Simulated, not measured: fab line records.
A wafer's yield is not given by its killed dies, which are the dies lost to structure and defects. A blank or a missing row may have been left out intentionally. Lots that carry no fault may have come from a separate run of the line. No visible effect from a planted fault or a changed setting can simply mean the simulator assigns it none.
2 desks, one fault :: flow nand harc :: every desk sees just its own numbers, and what lay behind them comes last

== DESK OF THE TOOL OWNER: pecvd onon-03 ==
The tool's own readings at NHARC_A_ONON_D2_DEP_03 (target thk 1000 nm): means of the sampled wafers that have a number, for each lot that ran on this tool. A lot is out of limits, marked OUT, if its mean lies more than 4 standard deviations from the usual mean; the brackets give that distance.
Columns: A = n2o flow sccm at NHARC_A_ONON_D2_DEP_03, usual 1998 sccm
lot: L393
first seen here: day 14 11:46
A: 2001

lot: L394
first seen here: day 15 12:49
A: 2004

lot: L399
first seen here: day 17 03:38
A: 2005

lot: L401
first seen here: day 18 15:08
A: 1996

lot: L403
first seen here: day 19 03:38
A: 1994

lot: L405
first seen here: day 19 20:51
A: 1997

lot: L406
first seen here: day 20 02:38
A: 1997
This desk's verdict: no lot among the 7 shows anything out of limits.

== METROLOGY DESK ==
Means of the sampled wafers that have a number, per lot and without regard to the tool the lot ran on: this is what the gauges read. A lot is out of limits, marked OUT, if its mean lies more than 4 standard deviations from the usual mean; the brackets give that distance.
Columns: A = thk nm at NHARC_A_ONON_D2_THK_MEAS_05, usual 998 nm
lot: L387
first seen here: day 12 17:46
A: 986

lot: L389
first seen here: day 13 02:13
A: 995

lot: L390
first seen here: day 13 19:17
A: 985

lot: L391
first seen here: day 14 02:20
A: 992

lot: L393
first seen here: day 14 12:16
A: 998

lot: L394
first seen here: day 15 13:20
A: 1022

lot: L395
first seen here: day 15 17:23
A: 988

lot: L396
first seen here: day 16 02:23
A: 1003

lot: L399
first seen here: day 17 04:01
A: 1003

lot: L400
first seen here: day 18 01:50
A: 989

lot: L401
first seen here: day 18 15:35
A: 993

lot: L402
first seen here: day 18 15:35
A: 1001

lot: L403
first seen here: day 19 04:02
A: 867 (-16) OUT

lot: L405
first seen here: day 19 21:18
A: 634 (-44) OUT

lot: L406
first seen here: day 20 03:05
A: 888 (-13) OUT
This desk's finding: out of limits on L403, L405, L406; first on L403, day 19 04:02 (thk nm at NHARC_A_ONON_D2_THK_MEAS_05). Within limits: L387, L389, L390, L391, L393, L394, L395, L396, L399, L400, L401, L402.

== TAKEN TOGETHER ==
L403, L405, L406 would have let the metrology desk raise an alarm at day 19 04:02.
The tool owner's desk saw nothing out of limits.
Tool owner's desk: L403, L405, L406 on record, inside its limits.
Of the lots named, all ran NHARC_A_ONON_D2_DEP_03 on pecvd onon-03.

== WHAT THE SIMULATOR HAD INSERTED ==
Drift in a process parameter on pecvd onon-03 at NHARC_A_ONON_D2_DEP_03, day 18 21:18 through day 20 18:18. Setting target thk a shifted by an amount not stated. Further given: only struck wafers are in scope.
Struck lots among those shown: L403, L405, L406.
Time in hours between the start of the fault and the first out-of-limits reading at each desk: metrology desk, 7.
